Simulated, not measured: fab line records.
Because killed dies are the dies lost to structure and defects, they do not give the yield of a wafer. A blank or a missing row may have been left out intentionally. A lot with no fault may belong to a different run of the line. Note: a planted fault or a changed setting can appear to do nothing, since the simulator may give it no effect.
Matching of chambers / flow n5_finfet / 4 sister chambers for N5_DUMMY_GATE_STRIP_48 on rie_diel-06
The step strips in N2/H2, time 20 s. 14 wafers are shown with their chamber, then 7 later ones without.

WAFERS, EACH WITH ITS CHAMBER
wafer=L077.1; chamber=1; drypump_motor_current_A (A)=5.3; showerhead_plenum_p_Torr (Torr)=3.29; throttle_valve_pct (%)=12.01
wafer=L077.4; chamber=0; drypump_motor_current_A (A)=6.3; showerhead_plenum_p_Torr (Torr)=3.37; throttle_valve_pct (%)=12.21
wafer=L077.5; chamber=2; drypump_motor_current_A (A)=6.6; showerhead_plenum_p_Torr (Torr)=3.34; throttle_valve_pct (%)=12.43
wafer=L080.2; chamber=0; drypump_motor_current_A (A)=6.2; showerhead_plenum_p_Torr (Torr)=3.36; throttle_valve_pct (%)=12.24
wafer=L080.3; chamber=3; drypump_motor_current_A (A)=5.8; showerhead_plenum_p_Torr (Torr)=3.28; throttle_valve_pct (%)=12.21
wafer=L080.6; chamber=3; drypump_motor_current_A (A)=5.9; showerhead_plenum_p_Torr (Torr)=3.28; throttle_valve_pct (%)=12.19
wafer=L081.1; chamber=3; drypump_motor_current_A (A)=5.9; showerhead_plenum_p_Torr (Torr)=3.28; throttle_valve_pct (%)=12.20
wafer=L081.4; chamber=2; drypump_motor_current_A (A)=6.6; showerhead_plenum_p_Torr (Torr)=3.33; throttle_valve_pct (%)=12.45
wafer=L081.5; chamber=1; drypump_motor_current_A (A)=5.3; showerhead_plenum_p_Torr (Torr)=3.29; throttle_valve_pct (%)=12.02
wafer=L082.1; chamber=2; drypump_motor_current_A (A)=6.6; showerhead_plenum_p_Torr (Torr)=3.33; throttle_valve_pct (%)=12.44
wafer=L082.5; chamber=2; drypump_motor_current_A (A)=6.6; showerhead_plenum_p_Torr (Torr)=3.33; throttle_valve_pct (%)=12.44
wafer=L082.6; chamber=3; drypump_motor_current_A (A)=5.8; showerhead_plenum_p_Torr (Torr)=3.28; throttle_valve_pct (%)=12.20
wafer=L085.3; chamber=2; drypump_motor_current_A (A)=6.6; showerhead_plenum_p_Torr (Torr)=3.33; throttle_valve_pct (%)=12.45
wafer=L085.4; chamber=0; drypump_motor_current_A (A)=6.2; showerhead_plenum_p_Torr (Torr)=3.36; throttle_valve_pct (%)=12.26

SIGNATURES (means of the wafers above)
reading=drypump_motor_current_A; chamber 0=6.233; chamber 1=5.300; chamber 2=6.600; chamber 3=5.850; scatter within a chamber=0.0408
reading=showerhead_plenum_p_Torr; chamber 0=3.3633; chamber 1=3.2900; chamber 2=3.3320; chamber 3=3.2800; scatter within a chamber=0.00383
reading=throttle_valve_pct; chamber 0=12.2367; chamber 1=12.0150; chamber 2=12.4420; chamber 3=12.2000; scatter within a chamber=0.0134
Rule: distance of a wafer from a chamber = root of the sum over the readings of ((wafer's reading minus chamber's mean) / reading's scatter) squared. If the next closest chamber is less than 2 further off than the closest, the wafer can't be placed; otherwise it belongs to the closest. How the scatter is found: for the shown wafers, subtract from each reading the mean of its chamber, square and add these, divide the total by (wafers less chambers), then take the root.

WAFERS WHOSE CHAMBER IS MISSING
wafer=L085.5; drypump_motor_current_A (A)=5.8; showerhead_plenum_p_Torr (Torr)=3.28; throttle_valve_pct (%)=12.22
wafer=L087.4; drypump_motor_current_A (A)=5.2; showerhead_plenum_p_Torr (Torr)=3.28; throttle_valve_pct (%)=12.03
wafer=L087.5; drypump_motor_current_A (A)=5.8; showerhead_plenum_p_Torr (Torr)=3.28; throttle_valve_pct (%)=12.24
wafer=L087.6; drypump_motor_current_A (A)=6.2; showerhead_plenum_p_Torr (Torr)=3.36; throttle_valve_pct (%)=12.26
wafer=L092.2; drypump_motor_current_A (A)=5.2; showerhead_plenum_p_Torr (Torr)=3.28; throttle_valve_pct (%)=12.07
wafer=L092.4; drypump_motor_current_A (A)=5.9; showerhead_plenum_p_Torr (Torr)=3.27; throttle_valve_pct (%)=12.24
wafer=L092.5; drypump_motor_current_A (A)=6.2; showerhead_plenum_p_Torr (Torr)=3.35; throttle_valve_pct (%)=12.27

WHICH CHAMBER EACH WENT THROUGH
wafer=L085.5; from the rows above=3; in truth=3
wafer=L087.4; from the rows above=1; in truth=1
wafer=L087.5; from the rows above=3; in truth=3
wafer=L087.6; from the rows above=0; in truth=0
wafer=L092.2; from the rows above=1; in truth=1
wafer=L092.4; from the rows above=3; in truth=3
wafer=L092.5; from the rows above=0; in truth=0
7 of 7 placed correctly. Not placeable from these rows: 0. Placed wrongly: 0.
